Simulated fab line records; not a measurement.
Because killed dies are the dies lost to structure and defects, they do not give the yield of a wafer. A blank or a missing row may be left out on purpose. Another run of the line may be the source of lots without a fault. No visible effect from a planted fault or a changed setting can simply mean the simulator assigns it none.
Chamber matching || flow n5-finfet || N5_BEOL_M0_SAQP_MANDREL1_REMOVE_100 on rie-si-03: 4 sister chambers
The step chemistry HBr/Cl2/O2, target a-Si, stops on SiNx, bt time 10 s. 8 wafers are shown with their chamber, then 7 later ones without.

## WAFERS WITH THEIR CHAMBER
{"wafer": "L078.1", "chamber": 0, "throttle-valve-pct (%)": 36.35, "oes-product-au (a.u.)": 0.996}
{"wafer": "L078.2", "chamber": 1, "throttle-valve-pct (%)": 37.16, "oes-product-au (a.u.)": 0.988}
{"wafer": "L081.5", "chamber": 1, "throttle-valve-pct (%)": 37.15, "oes-product-au (a.u.)": 1.000}
{"wafer": "L081.6", "chamber": 2, "throttle-valve-pct (%)": 36.80, "oes-product-au (a.u.)": 0.999}
{"wafer": "L084.2", "chamber": 2, "throttle-valve-pct (%)": 36.80, "oes-product-au (a.u.)": 1.001}
{"wafer": "L084.6", "chamber": 3, "throttle-valve-pct (%)": 37.37, "oes-product-au (a.u.)": 1.009}
{"wafer": "L088.3", "chamber": 0, "throttle-valve-pct (%)": 36.37, "oes-product-au (a.u.)": 1.008}
{"wafer": "L088.4", "chamber": 3, "throttle-valve-pct (%)": 37.35, "oes-product-au (a.u.)": 1.010}

## WAFERS WITH NO CHAMBER GIVEN
{"wafer": "L088.5", "throttle-valve-pct (%)": 36.36, "oes-product-au (a.u.)": 1.004}
{"wafer": "L090.1", "throttle-valve-pct (%)": 37.17, "oes-product-au (a.u.)": 0.995}
{"wafer": "L090.4", "throttle-valve-pct (%)": 37.36, "oes-product-au (a.u.)": 1.023}
{"wafer": "L090.5", "throttle-valve-pct (%)": 37.17, "oes-product-au (a.u.)": 1.002}
{"wafer": "L093.1", "throttle-valve-pct (%)": 36.36, "oes-product-au (a.u.)": 1.005}
{"wafer": "L093.3", "throttle-valve-pct (%)": 37.16, "oes-product-au (a.u.)": 0.992}
{"wafer": "L093.4", "throttle-valve-pct (%)": 36.81, "oes-product-au (a.u.)": 1.013}

## CHAMBER TAKEN BY EACH
{"wafer": "L088.5", "from the rows above": 0, "in truth": 0}
{"wafer": "L090.1", "from the rows above": 1, "in truth": 1}
{"wafer": "L090.4", "from the rows above": 3, "in truth": 3}
{"wafer": "L090.5", "from the rows above": 1, "in truth": 1}
{"wafer": "L093.1", "from the rows above": 0, "in truth": 0}
{"wafer": "L093.3", "from the rows above": 1, "in truth": 1}
{"wafer": "L093.4", "from the rows above": 2, "in truth": 2}
Correct placement for 7 of the 7. Not placeable from these rows: 0. Placed wrongly: 0.
How it was worked out, from the rows above alone: a wafer's distance from a chamber is the root of the sum, over the readings, of the square of ((its reading less the chamber's mean) divided by the reading's scatter). If the next closest chamber is less than 2 further off than the closest, the wafer can't be placed; otherwise it belongs to the closest. For every chamber, the mean is computed from those of its wafers that are shown. The scatter: the root of (the sum of the squares of (reading less its chamber's mean) over the shown wafers, divided by (wafers less chambers)).
